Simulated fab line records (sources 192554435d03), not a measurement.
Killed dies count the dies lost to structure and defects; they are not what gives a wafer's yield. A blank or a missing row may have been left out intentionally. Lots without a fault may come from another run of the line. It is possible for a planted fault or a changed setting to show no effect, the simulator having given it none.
Which tool is to blame? -- flow n5-finfet -- 10 lots, 30 wafers sampled, at 6 steps of a route of 1938

## WHAT THE GAUGES READ, wafer by wafer
No reading from a measuring or inspecting step in the record can be judged against a usual standard deviation.

## WHAT TOOL EACH LOT RAN ON (gives the tool, then ch and the chambers of the sampled wafers, and finally the start)
lot,N5_BEOL_M4_STRIP_97,N5_BEOL_M4_ANNEAL_89,N5_BEOL_M4_ANNEAL_51,N5_BEOL_M5_COAT_60,N5_BEOL_M5_ETCH_61,N5_PASSIVATION_PROBE_49
L375,"rie-diel-06 ch 0,3, day 9 07:38 or earlier","pvd-sputter-02, day 9 07:38","rtp-anneal-01 ch 0, day 9 08:38","litho-track-03 ch 0, day 9 11:19","rie-diel-03 ch 0,2, day 9 12:10",-
L376,"rie-diel-06 ch 2,3, day 9 11:37 or earlier","pvd-sputter-03, day 9 11:37","rtp-anneal-02 ch 0, day 9 12:49","litho-track-01 ch 0, day 9 18:45","rie-diel-01 ch 1,2,3, day 9 19:23",-
L377,"rie-diel-04 ch 1,3, day 9 12:29 or earlier","pvd-sputter-02, day 9 12:29","rtp-anneal-01 ch 0, day 9 13:29","litho-track-01 ch 0, day 9 18:52","rie-diel-03 ch 1,3, day 9 19:43",-
L385,"rie-diel-04 ch 0,2,3, day 11 13:44 or earlier","pvd-sputter-01, day 11 13:44","rtp-anneal-02 ch 0, day 11 14:43","litho-track-02 ch 0, day 11 18:51","rie-diel-05 ch 1,3, day 11 20:06",-
L386,"rie-diel-06 ch 0,1,3, day 12 02:26 or earlier","pvd-sputter-03, day 12 02:26","rtp-anneal-02 ch 0, day 12 03:34","litho-track-02 ch 0, day 12 07:57","rie-diel-01 ch 0,1,2, day 12 08:37",-
L388,"rie-diel-06 ch 0,3, day 12 15:11 or earlier","pvd-sputter-03, day 12 15:11","rtp-anneal-02 ch 0, day 12 16:11","litho-track-03 ch 0, day 12 19:23","rie-diel-03 ch 1,2,3, day 12 19:49",-
L389,"rie-diel-02 ch 1,2,3, day 12 20:35 or earlier","pvd-sputter-02, day 12 20:35","rtp-anneal-02 ch 0, day 12 21:37","litho-track-01 ch 0, day 13 02:18","rie-diel-01 ch 0,2,3, day 13 02:44",-
L390,"rie-diel-06 ch 0,1,2, day 12 23:16 or earlier","pvd-sputter-01, day 12 23:16","rtp-anneal-02 ch 0, day 13 00:16","litho-track-01 ch 0, day 13 03:55","rie-diel-05 ch 0,1,3, day 13 04:26","prober-01, day 17 00:38"
L391,"rie-diel-06 ch 0,1,2, day 13 11:46 or earlier","pvd-sputter-01, day 13 11:46","rtp-anneal-02 ch 0, day 13 12:49","litho-track-02 ch 0, day 13 15:28","rie-diel-03 ch 0,2,3, day 13 15:56",-
L392,"rie-diel-06 ch 0,1,2, day 13 16:29 or earlier","pvd-sputter-02, day 13 16:29","rtp-anneal-01 ch 0, day 13 17:40","litho-track-02 ch 0, day 13 20:49","rie-diel-01 ch 0,3, day 13 21:19",-
- N5_BEOL_M4_STRIP_97: strips in N2/H2, time 10 s.
- N5_BEOL_M4_ANNEAL_89: time 240 s.
- N5_BEOL_M4_ANNEAL_51: time 90 s.
- N5_BEOL_M5_COAT_60: time 60 s, resist thk 12 nm.
- N5_BEOL_M5_ETCH_61: etches SiARC in CF4, target depth 15.6 nm, time 26 s.
- N5_PASSIVATION_PROBE_49

## AS READ BY THE TOOLS THEMSELVES (means over the sampled wafers that have a number; for cases with no such wafer, the mark the record gives instead)
N5_BEOL_M4_STRIP_97.
lot,tool,drypump-motor-current-A (A),oes-product-au (a.u.),rf-vpp-V (V),showerhead-plenum-p-Torr (Torr),throttle-valve-pct (%)
L375,rie-diel-06,5.5,0.80,60.0,2.52,23.7
L376,rie-diel-06,5.6,0.76,59.5,2.47,23.6
L377,rie-diel-04,5.9,0.89,58.6,2.55,23.6
L385,rie-diel-04,6.1,0.85,59.4,2.54,23.6
L386,rie-diel-06,5.8,0.75,59.4,2.54,23.8
L388,rie-diel-06,5.5,0.76,58.8,2.51,23.8
L389,rie-diel-02,5.7,0.82,59.2,2.55,24.0
L390,rie-diel-06,6.1,0.71,60.2,2.50,23.6
L391,rie-diel-06,6.2,0.72,59.2,2.49,23.6
L392,rie-diel-06,6.2,0.72,59.1,2.49,23.6

N5_BEOL_M4_ANNEAL_89.
lot,tool,heater-power-w (W),susceptor-temp-C (C)
L375,pvd-sputter-02,891,399.99
L376,pvd-sputter-03,865,400.14
L377,pvd-sputter-02,835,400.03
L385,pvd-sputter-01,899,399.95
L386,pvd-sputter-03,838,400.17
L388,pvd-sputter-03,784,399.85
L389,pvd-sputter-02,842,399.91
L390,pvd-sputter-01,822,399.99
L391,pvd-sputter-01,827,399.93
L392,pvd-sputter-02,883,400.18

N5_BEOL_M4_ANNEAL_51.
lot,tool,wafer_temp_C_max
L375,rtp-anneal-01,225.89
L376,rtp-anneal-02,225.80
L377,rtp-anneal-01,225.83
L385,rtp-anneal-02,225.87
L386,rtp-anneal-02,225.97
L388,rtp-anneal-02,225.88
L389,rtp-anneal-02,225.94
L390,rtp-anneal-02,226.01
L391,rtp-anneal-02,225.70
L392,rtp-anneal-01,225.81

N5_BEOL_M5_COAT_60.
lot,tool,chill-plate-temp-C (C),resist-line-temp-C (C),spin-speed-rpm (rpm)
L375,litho-track-03,23.03,23.15,1499.9
L376,litho-track-01,23.09,22.92,1500.2
L377,litho-track-01,23.01,23.08,1500.3
L385,litho-track-02,23.02,23.09,1499.5
L386,litho-track-02,23.01,23.07,1500.2
L388,litho-track-03,23.01,23.06,1500.1
L389,litho-track-01,23.01,23.02,817.6
L390,litho-track-01,23.09,22.99,818.6
L391,litho-track-02,23.06,23.06,1499.8
L392,litho-track-02,22.99,23.01,1499.8

N5_BEOL_M5_ETCH_61.
lot,tool,drypump-motor-current-A (A),etch-rf-on-time-s (s),oes-product-au (a.u.),rf-vpp-V (V),showerhead-plenum-p-Torr (Torr),throttle-valve-pct (%)
L375,rie-diel-03,5.2,26.1,0.62,184.9,2.21,15.56
L376,rie-diel-01,5.7,25.2,0.74,184.7,2.22,15.51
L377,rie-diel-03,5.4,26.2,0.63,183.6,2.14,15.51
L385,rie-diel-05,6.2,25.6,0.74,182.8,2.08,15.54
L386,rie-diel-01,6.1,25.2,0.73,184.8,2.21,15.60
L388,rie-diel-03,5.2,25.8,0.62,183.7,2.13,15.55
L389,rie-diel-01,5.8,34.1,0.73,186.0,2.19,15.55
L390,rie-diel-05,5.8,34.9,0.70,183.5,2.07,15.55
L391,rie-diel-03,5.3,25.9,0.69,183.8,2.13,15.44
L392,rie-diel-01,5.3,25.1,0.77,185.0,2.19,15.34

N5_PASSIVATION_PROBE_49.
lot,tool,defect-limited-yield (%),killed_at_M0_to_M3,killed_at_M4_up,killed-at-contacts,killed-at-front-end,killed-at-other,killed-dies,killed-open,killed-short,sort_bin_5_function (%),sort_bin_6_memory (%),sort-n-pass,sort-yield-pct (%)
L390,prober-01,93.3,29,11,4,33,2.0,79,53,23,3.9,2.5,1101,93.3

## THE ANSWER, worked out from the rows above alone
Rule: what is usual is taken from the lots themselves. Put in order of their means at a reading, lots are off if they are a third of the lots or fewer, leave a main group of 4 or more, and stand apart from it by a gap of 3 or more times the standard deviation of the main group's means; of several such gaps the widest counts. If all means in a main group match to the digits the tables above print for the reading, that group is not used. A lot without any number at a reading at which 4 lots or more have one is off too. All remaining lots with rows at the step are treated as sound. After the gauges, taken in route order, come the tools' own readings; for these a lot's mean is taken, as printed above. At the first step where some lot is off, the reading lying furthest off is the one used; lots without a number count as furthest.
Off at N5_BEOL_M5_COAT_60 (spin-speed-rpm): L389, L390. For the main group the mean is 1500.0 rpm and the standard deviation 0.25.
A tool fits if, at that step or a process step before it, it ran every lot that is off, and no sound lot after the first of them. N5_BEOL_M4_STRIP_97 gives no start for some lots, so the hours and the order of its lots are those of N5_BEOL_M4_ANNEAL_89. One fits: litho-track-01 at N5_BEOL_M5_COAT_60. A fault onset in the window from L377 (day 9 18:52, its last sound lot) to L389 (day 13 02:18, its first lot off) fits.
On the lots that are off, the tool's own readings at N5_BEOL_M5_COAT_60 differ by more than 5 times the standard deviation of the sound lots' means, which bears it out; spin-speed-rpm reads 818.1 rpm there versus 1500.0 rpm on the sound lots.

## WHAT HAD BEEN PUT IN BY THE SIMULATOR
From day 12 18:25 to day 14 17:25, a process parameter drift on litho-track-01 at N5_BEOL_M5_COAT_60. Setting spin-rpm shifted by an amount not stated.
Lots struck among those shown: L389, L390. The rule above found the same.
